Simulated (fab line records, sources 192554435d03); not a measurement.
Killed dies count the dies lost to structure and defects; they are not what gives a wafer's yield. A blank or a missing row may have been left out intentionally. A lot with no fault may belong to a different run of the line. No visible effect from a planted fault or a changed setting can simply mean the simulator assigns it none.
A single fault, viewed from 2 desks || flow n5_finfet || each desk has only its own numbers; what lay behind them comes last

== METROLOGY DESK ==
Means of the sampled wafers that have a number, per lot and without regard to the tool the lot ran on: this is what the gauges read. The brackets show how far a lot's mean lies from the usual mean; more than 4 standard deviations puts the lot out of limits, marked OUT.
Columns: A = M13_THK at N5_BEOL_M13_THK_MEAS_50, usual 442 nm; B = M13_RS at N5_BEOL_M13_RS_MEAS_54, usual 0.0448 ohm/sq
{"lot": "L174", "first seen here": "day 12 09:14", "A": 448, "B": 0.0442}
{"lot": "L182", "first seen here": "day 13 23:01", "A": 445, "B": 0.0450}
{"lot": "L184", "first seen here": "day 14 08:17", "A": 443, "B": 0.0445}
{"lot": "L189", "first seen here": "day 16 04:16", "A": 446, "B": 0.0444}
{"lot": "L191", "first seen here": "day 16 19:34", "A": 450, "B": 0.0446}
Finding of this desk: none of the 5 lots has anything out of limits.

== TOOL OWNER'S DESK, pecvd-03 ==
The tool's own readings at N5_BEOL_M13_DEP_53 (deposits SiCN from 3MS/NH3, target thk 50 nm, time 17.8 s): means of the sampled wafers that have a number, for each lot that ran on this tool. The brackets show how far a lot's mean lies from the usual mean; more than 4 standard deviations puts the lot out of limits, marked OUT.
Columns: A = showerhead_plenum_p_Torr at N5_BEOL_M13_DEP_53, usual 4.166 Torr; B = throttle_valve_pct at N5_BEOL_M13_DEP_53, usual 18.2 %
{"lot": "L182", "first seen here": "day 13 23:05", "A": 4.174, "B": 17.9}
{"lot": "L191", "first seen here": "day 16 19:38", "A": 4.174, "B": 17.7}
Finding of this desk: none of the 2 lots has anything out of limits.

== TAKEN TOGETHER ==
Metrology desk: nothing out of limits seen.
The desk of the tool owner found nothing out of limits.

== WHAT THE SIMULATOR PUT IN ==
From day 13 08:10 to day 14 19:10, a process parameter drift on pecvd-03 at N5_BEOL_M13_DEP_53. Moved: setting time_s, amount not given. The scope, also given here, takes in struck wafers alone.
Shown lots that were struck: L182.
